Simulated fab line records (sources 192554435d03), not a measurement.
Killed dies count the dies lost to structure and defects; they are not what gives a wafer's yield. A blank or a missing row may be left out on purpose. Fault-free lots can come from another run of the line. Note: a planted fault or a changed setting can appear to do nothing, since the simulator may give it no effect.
fab line records	flow n5_finfet
[record] lots = 11	wafers = 33	last_day = 18
route steps=1938 shown MIM_TOP@1834 MIM_TOP_LITHO@1849 MIM_TOP_ETCH@1853 PASSIVATION@1916
lots with no fault: from the same line, run without faults
start_h: the number of hours between the record's first day and the start of the first shown wafer of the lot	wait_h: time in hours since the lot's previous step	" the same as in the row above	L1.1+2: a row that stands for several wafers	- no value present, or no start provided	* or withheld: withheld	< > ~ a bound
route shown NAME@n: a module of which the file shows steps, and the number in the route of the first	usual: mean/standard deviation of fault-free wafers	same: alike in all rows	chamber/n: place in a boat	sites: readings site by site	_std_site: standard deviation of those values	_edge_site: mean of outer sites minus mean of inner sites	radius_mm: for every site, how far away it sits from the centre of the wafer	mask NAME#n: copy n	behind: the most recent tool/chamber to have shaped the wafer	hold: cause of the lot's hold/its duration in hours/its outcome	device: the transistor (n, p or np) that didn't switch	end of line: the route-end tests of the same wafers	a step given without rows: its recipe and nothing more	killed: count of dies lost to structure and defects at first sort (not the wafer's yield)	map: the dies of a wafer, with x for killed, . for not killed, _ for no die there
set.NAME: the setting as run; set.NAME@STEP: as run at that earlier step	model.NAME: the simulator's own value behind a step, which no gauge read
a sample of lots followed through the steps of the route, with each step as a table and each wafer as a row
services: from which hour (start_h, from the record's first day; less than 0 if before it) a tool's chamber was out of use, for how many hours, and why
[[steps]]
[step N5_MIM_TOP_ALD_00]
[recipe] material = Al2O3	target_thk_a = *	temp_c = withheld	ald_precursor_family = TMA	ald_co_reactant = O3	pulse_time_s = withheld	purge_time_s = 3	co_reactant_purge_time_s = withheld	co_reactant_pulse_time_s = 3	ald_cycles = withheld
[usual] precursor_pulse_height_rel = 1.004/0.021
lot.wafer	tool	chamber	start_h	wait_h	precursor_pulse_height_rel
L983.1	ald_hk-03	0	311.56	0.1	1.036
L983.4	"	2	"	"	0.975
L983.5	"	2	"	"	1.035
L986.1	ald_hk-03	3	325.81	0.1	1.021
L986.4	"	0	"	"	1.045
L986.6	"	1	"	"	1.057
L989.1	ald_hk-03	2	328.87	0.1	1.018
L989.4	"	3	"	"	1.036
L989.5	"	3	"	"	1.027
L985.1	ald_hk-03	1	332.09	0.1	1.000
L985.4	"	0	"	"	1.012
L985.5	"	3	"	"	0.998
L992.2	ald_hk-02	2	356.79	0.1	0.983
L992.3	"	1	"	"	1.009
L992.5	"	1	"	"	0.980
L994.1	ald_hk-03	0	363.29	0.1	1.002
L994.4	"	1	"	"	0.995
L994.5	"	3	"	"	1.011
L996.1	ald_hk-01	2	386.98	0.1	0.989
L996.4	"	3	"	"	1.032
L996.6	"	3	"	"	0.979
L998.1	ald_hk-02	2	396.90	0.1	0.964
L998.5	"	2	"	"	1.011
L998.6	"	3	"	"	0.997
L100.2	ald_hk-03	0	401.35	0.1	0.985
L100.4	"	1	"	"	0.998
L100.5	"	1	"	"	1.012
L101.2	ald_hk-03	0	401.99	0.3	0.994
L101.3	"	1	"	"	1.011
L101.4	"	2	"	"	0.989
L102.2	ald_hk-03	2	411.90	0.1	0.987
L102.4	"	0	"	"	1.006
L102.5	"	3	"	"	1.003
[step N5_MIM_TOP_LITHO_INSPECT_12]
[recipe] mode = adi	inspect_instrument = macro
[usual] raw_defect_count = 2.0/1.3
lot.wafer	tool	chamber	start_h	wait_h	raw_defect_count
L983.1	defect_inspect-01	-	314.75	0.0	2
L983.4	"	-	"	"	1
L983.5	"	-	"	"	2
L986.1	defect_inspect-02	-	327.11	0.0	2
L986.4	"	-	"	"	3
L986.6	"	-	"	"	2
L989.1	defect_inspect-02	-	331.46	0.0	3
L989.4	"	-	"	"	3
L989.5	"	-	"	"	2
L985.1	defect_inspect-01	-	333.80	0.0	1
L985.4	"	-	"	"	0
L985.5	"	-	"	"	0
L992.2	defect_inspect-02	-	357.74	0.0	0
L992.3	"	-	"	"	0
L992.5	"	-	"	"	1
L994.1	defect_inspect-02	-	365.11	0.0	6
L994.4	"	-	"	"	0
L994.5	"	-	"	"	2
L996.1	defect_inspect-02	-	388.19	0.0	1
L996.4	"	-	"	"	1
L996.6	"	-	"	"	1
L998.1	defect_inspect-01	-	400.70	0.0	1
L998.5	"	-	"	"	1
L998.6	"	-	"	"	2
L100.2	defect_inspect-01	-	402.96	0.0	4
L100.4	"	-	"	"	1
L100.5	"	-	"	"	2
L101.2	defect_inspect-01	-	404.02	0.0	2
L101.3	"	-	"	"	3
L101.4	"	-	"	"	1
L102.2	defect_inspect-02	-	413.45	0.0	6
L102.4	"	-	"	"	0
L102.5	"	-	"	"	2
[step N5_MIM_TOP_ETCH_PECVD_03]
[recipe] material = SiNx	target_thk_a = 200	temp_c = 400	precursor = SiH4/NH3/N2	pressure_torr = 1.5	rf_w = 300	time_s = 17.6
[usual] heater_power_w = 747/65	showerhead_plenum_p_Torr = 5.13/0.052	throttle_valve_pct = 40.0/1.3
lot.wafer	tool	chamber	start_h	wait_h	heater_power_w	showerhead_plenum_p_Torr	throttle_valve_pct
L983.1	pecvd-02	0	315.32	-	784	5.20	39.0
L983.4	"	2	"	"	770	5.11	40.1
L983.5	"	1	"	"	726	5.11	38.9
L986.1	pecvd-03	1	327.43	-	746	5.07	38.7
L986.4	"	0	"	"	772	5.13	41.8
L986.6	"	2	"	"	636	5.04	39.6
L989.1	pecvd-02	2	331.80	-	630	5.11	40.1
L989.4	"	0	"	"	790	5.21	39.0
L989.5	"	1	"	"	639	5.12	38.7
L985.1	pecvd-02	0	334.45	-	845	5.21	39.3
L985.4	"	0	"	"	874	5.19	38.8
L985.5	"	2	"	"	706	5.11	40.4
L992.2	pecvd-02	1	358.80	-	646	5.12	38.6
L992.3	"	2	"	"	734	5.10	40.5
L992.5	"	2	"	"	740	5.10	40.4
L994.1	pecvd-04	1	365.45	-	771	5.14	38.0
L994.4	"	1	"	"	751	5.14	38.0
L994.5	"	0	"	"	736	5.21	41.2
L996.1	pecvd-04	2	388.51	-	850	5.09	41.9
L996.4	"	0	"	"	760	5.20	40.9
L996.6	"	0	"	"	742	5.22	41.0
L998.1	pecvd-03	2	401.03	-	627	5.04	40.1
L998.5	"	2	"	"	609	5.05	39.8
L998.6	"	1	"	"	746	5.07	38.5
L100.2	pecvd-02	1	403.29	-	724	5.14	38.7
L100.4	"	1	"	"	728	5.11	38.8
L100.5	"	2	"	"	751	5.10	41.0
L101.2	pecvd-02	2	404.36	-	647	5.09	40.8
L101.3	"	0	"	"	896	5.20	39.0
L101.4	"	0	"	"	896	5.20	39.0
L102.2	pecvd-03	0	413.78	-	689	5.13	42.5
L102.4	"	2	"	"	666	5.04	40.0
L102.5	"	1	"	"	670	5.06	38.5
[step N5_PASSIVATION_PECVD_35]
[recipe] material = SiNx	target_thk_a = 7000	temp_c = 400	precursor = SiH4/NH3/N2	pressure_torr = 4.9	rf_w = 1406	time_s = 151.3
[usual] heater_power_w = 343/68	showerhead_plenum_p_Torr = 8.66/0.054	throttle_valve_pct = 29.3/1.4
lot.wafer	tool	chamber	start_h	wait_h	heater_power_w	showerhead_plenum_p_Torr	throttle_valve_pct
L983.1	pecvd-03	1	320.45	0.1	388	8.59	28.3
L983.4	"	1	"	"	412	8.61	28.3
L983.5	"	1	"	"	275	8.61	28.3
L986.1	pecvd-02	0	335.11	0.1	503	8.75	28.8
L986.4	"	1	"	"	337	8.68	28.4
L986.6	"	0	"	"	357	8.72	28.6
L989.1	pecvd-02	0	339.54	0.1	501	8.73	28.5
L989.4	"	0	"	"	513	8.74	28.4
L989.5	"	2	"	"	327	8.62	29.7
L985.1	pecvd-03	0	339.71	0.1	382	8.64	30.6
L985.4	"	1	"	"	272	8.61	28.0
L985.5	"	0	"	"	254	8.65	30.7
L992.2	pecvd-02	2	363.84	0.1	287	8.63	29.6
L992.3	"	1	"	"	220	8.66	28.4
L992.5	"	0	"	"	464	8.76	28.5
L994.1	pecvd-01	0	372.97	0.1	298	8.64	29.8
L994.4	"	2	"	"	255	8.73	27.9
L994.5	"	2	"	"	306	8.74	27.9
L996.1	pecvd-03	2	393.90	0.1	343	8.59	29.3
L996.4	"	1	"	"	383	8.61	28.0
L996.6	"	2	"	"	361	8.58	29.3
L998.1	pecvd-02	2	406.26	0.1	232	8.65	29.6
L998.5	"	2	"	"	281	8.65	29.8
L998.6	"	1	"	"	327	8.66	28.5
L100.2	pecvd-03	1	408.73	0.1	350	8.56	28.0
L100.4	"	0	"	"	389	8.65	30.6
L100.5	"	1	"	"	384	8.60	28.3
L101.2	pecvd-02	2	409.55	0.1	344	8.62	29.8
L101.3	"	0	"	"	432	8.76	28.5
L101.4	"	2	"	"	363	8.63	30.0
L102.2	pecvd-01	0	422.62	0.1	233	8.65	29.7
L102.4	"	1	"	"	370	8.62	33.5
L102.5	"	0	"	"	286	8.64	29.9
[step N5_PASSIVATION_INSPECT_67]
[recipe] mode = adi	inspect_instrument = macro
[usual] raw_defect_count = 1.8/1.4
lot.wafer	tool	chamber	start_h	wait_h	raw_defect_count
L983.1	defect_inspect-02	-	320.99	0.0	1
L983.4	"	-	"	"	2
L983.5	"	-	"	"	1
L986.1	defect_inspect-01	-	335.72	0.0	4
L986.4	"	-	"	"	1
L986.6	"	-	"	"	5
L989.1	defect_inspect-01	-	340.03	0.0	3
L989.4	"	-	"	"	2
L989.5	"	-	"	"	0
L985.1	defect_inspect-01	-	340.19	0.0	2
L985.4	"	-	"	"	2
L985.5	"	-	"	"	0
L992.2	defect_inspect-02	-	364.33	0.0	1
L992.3	"	-	"	"	1
L992.5	"	-	"	"	1
L994.1	defect_inspect-02	-	373.51	0.0	0
L994.4	"	-	"	"	3
L994.5	"	-	"	"	1
L996.1	defect_inspect-01	-	394.51	0.0	3
L996.4	"	-	"	"	1
L996.6	"	-	"	"	2
L998.1	defect_inspect-01	-	406.75	0.0	>300
L998.5	"	-	"	"	>300
L998.6	"	-	"	"	>300
L100.2	defect_inspect-02	-	409.34	0.0	3
L100.4	"	-	"	"	2
L100.5	"	-	"	"	2
L101.2	defect_inspect-01	-	410.03	0.0	>300
L101.3	"	-	"	"	>300
L101.4	"	-	"	"	>300
L102.2	defect_inspect-01	-	423.11	0.0	3
L102.4	"	-	"	"	1
L102.5	"	-	"	"	2
[step N5_PASSIVATION_PROBE_49]
[usual] defect_limited_yield = 91.1/1.5	killed_at_M0_to_M3 = 36/11	killed_at_M4_up = 14/5.6	killed_at_contacts = 11/5.6	killed_at_front_end = 40/12	killed_at_other = 4/3.2	killed_dies = 105/17	killed_open = 69/12	killed_short = 34/8.4	sort_bin_5_function = 5.2/0.95	sort_bin_6_memory = 3.3/0.63	sort_n_pass = 1075/17	sort_yield_pct = 91.1/1.5
[same] gross_dies = 1180	killed_at_back_side = 0	sort_bin_4_leakage[%] = 0	sort_bin_8_speed[%] = 0
lot.wafer	tool	chamber	start_h	wait_h	defect_limited_yield[%]	killed_at_M0_to_M3	killed_at_M4_up	killed_at_contacts	killed_at_front_end	killed_at_other	killed_dies	killed_open	killed_short	sort_bin_5_function[%]	sort_bin_6_memory[%]	sort_n_pass	sort_yield_pct[%]
L998.1	prober-02	-	409.85	0.0	86.1	26	14	12	33	79	164	62	27	8.6	3.1	1016	86.1
L998.5	prober-02	-	410.05	0.2	86.7	24	31	7	23	72	157	61	25	7.8	3.2	1023	86.7
L998.6	prober-02	-	410.10	0.3	79.3	35	22	17	21	149	244	76	30	12.5	5.3	936	79.3
L101.2	prober-02	-	413.16	0.1	85.3	37	5	13	44	74	173	71	27	7.3	5.0	1007	85.3
L101.3	prober-02	-	413.21	0.1	81.7	24	11	15	27	139	216	53	31	11.2	3.6	964	81.7
L101.4	prober-02	-	413.26	0.2	89.2	28	8	5	23	64	128	44	23	5.8	2.2	1052	89.2
// killed by level:class
L998.1 PASSIVATION:unspecified=75 STI_FIN_REVEAL:geometric_particle:open=12 MOL_CONTACT_COAG:geometric_particle:open=11 BEOL_M3:geometric_particle:open=10 FIN_SAQP:geometric_particle:short=8 BEOL_M4:geometric_particle:open=5 BEOL_M2:geometric_particle:open=5 BEOL_M0_SAQP:geometric_particle:short=4
L998.5 PASSIVATION:unspecified=71 BEOL_M4:geometric_particle:open=18 BEOL_M2:geometric_particle:open=8 BEOL_M4:geometric_particle:short=7 MOL_CONTACT_COAG:geometric_particle:open=6 STI_FIN_REVEAL:geometric_particle:open=4 DUMMY_GATE:geometric_particle:open=4 BEOL_M0_SAQP:geometric_particle:short=4
L998.6 PASSIVATION:unspecified=138 MOL_CONTACT_COAG:geometric_particle:open=13 BEOL_M1:geometric_particle:open=10 BEOL_M2:geometric_particle:open=7 BEOL_M0_SAQP:geometric_particle:open=6 BEOL_M4:geometric_particle:open=6 BEOL_M5:geometric_particle:open=5 BEOL_M0_SAQP:geometric_particle:short=5
L101.2 PASSIVATION:unspecified=68 STI_FIN_REVEAL:geometric_particle:open=13 MOL_CONTACT_COAG:geometric_particle:open=11 BEOL_M1:geometric_particle:open=11 BEOL_M0_SAQP:geometric_particle:short=9 DUMMY_GATE:geometric_particle:open=7 BEOL_M0_SAQP:geometric_particle:open=5 GATE_CUT:geometric_particle:open=4
L101.3 PASSIVATION:unspecified=129 MOL_CONTACT_COAG:geometric_particle:open=11 FIN_SAQP:geometric_particle:open=6 GATE_CUT:geometric_particle:short=5 BEOL_M0_SAQP:geometric_particle:open=5 BEOL_M0_SAQP:geometric_particle:short=5 BEOL_M4:geometric_particle:open=5 BEOL_M1:geometric_particle:open=4
L101.4 PASSIVATION:unspecified=60 BEOL_M1:geometric_particle:open=9 FIN_SAQP:geometric_particle:open=6 BEOL_M0_SAQP:geometric_particle:short=5 GATE_CUT:geometric_particle:open=4 BEOL_M0_SAQP:geometric_particle:open=4 STI_FIN_REVEAL:geometric_particle:open=3 MOL_CONTACT_COAG:geometric_particle:open=3
[[services]]
tool	chamber	start_h	hours	kind
ald_hk-02	-	290.83	1.2	repair
pecvd-03	0	296.00	7.2	repair
pecvd-04	1	297.78	5.5	scheduled_down
pecvd-03	2	318.15	4.3	repair
pecvd-01	0	353.33	2.1	scheduled_down
ald_hk-01	-	357.83	14.6	pm
pecvd-03	-	363.53	2.8	pm
pecvd-03	0	370.12	2.1	scheduled_down
pecvd-01	1	370.45	5.5	scheduled_down
pecvd-04	1	383.62	-	clean
pecvd-04	1	383.62	-	consumable_replace:showerhead
pecvd-04	1	383.62	29.0	scheduled_down
pecvd-04	1	383.62	29.0	vent_cycle
ald_hk-01	-	398.25	6.0	pm
pecvd-01	-	411.46	2.8	pm
pecvd-04	0	416.56	4.7	repair
[[key]]
[first_sign] step = N5_PASSIVATION_INSPECT_67	reading = raw_defect_count	direction = up	sigmas = 99+	usual = 1.8	struck = >300
[effect] step = N5_PASSIVATION_PROBE_49	reading = killed_at_other	direction = up	sigmas = 29	usual = 4	struck = 96
[more_kills_born_at] N5_PASSIVATION_PECVD_35@pecvd-02 = 541
met_at N5_PASSIVATION_PECVD_35
struck_lots L998,L101
not_acting_at N5_MIM_TOP_ALD_00,N5_MIM_TOP_LITHO_INSPECT_12,N5_MIM_TOP_ETCH_PECVD_03
onset_between 363.84 406.26
[fault] kind = chamber_particle_source	tool = pecvd-02	chamber = -	onset_h = 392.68	steps = N5_PASSIVATION_PECVD_35	rate_per_visit_cm2 = 1.3092	end_h = 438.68
